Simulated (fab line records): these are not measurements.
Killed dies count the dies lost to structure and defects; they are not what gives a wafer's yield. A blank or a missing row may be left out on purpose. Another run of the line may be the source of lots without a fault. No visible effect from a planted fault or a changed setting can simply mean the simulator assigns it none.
Matching of chambers	flow n5-finfet	N5_GATE_CUT_DESCUM_18 on rie-diel-03 has 4 sister chambers
The step chemistry O2, time 7 s. 4 wafers are shown with their chamber, then 7 later ones without.

WAFERS PAIRED WITH THEIR CHAMBERS
wafer	chamber	throttle-valve-pct (%)
L087.1	3	20.42
L087.4	0	20.90
L087.5	1	20.43
L090.2	2	20.34

WAFERS MISSING THEIR CHAMBER
wafer	throttle-valve-pct (%)
L090.4	20.34
L090.6	20.45
L091.5	20.32
L091.6	20.47
L096.2	20.00
L096.4	20.36
L096.6	20.47

EACH ONE'S CHAMBER
wafer	from the rows above	in truth
L090.4	can't be placed: 2 or 3 or 1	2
L090.6	can't be placed: 1 or 3 or 2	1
L091.5	can't be placed: 2 or 3 or 1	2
L091.6	can't be placed: 1 or 3 or 2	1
L096.2	can't be placed: 2 or 3 or 1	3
L096.4	can't be placed: 2 or 3 or 1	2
L096.6	can't be placed: 1 or 3 or 2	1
Correctly placed: 0 of 7. From these rows, 7 cannot be placed; in 7 the true chamber is one of the candidates. 0 placed wrongly.
How it was worked out, from the rows above alone: a wafer's distance from a chamber is the root of the sum, over the readings, of the square of ((its reading less the chamber's mean) divided by the reading's scatter). The wafer belongs to the nearest chamber; if the next one is less than 2 further off, it can't be placed. Each chamber's mean is taken over the wafers shown for it. The scatter: root of mean squared gap, hidden wafer to nearest shown wafer, with one shown wafer a chamber.
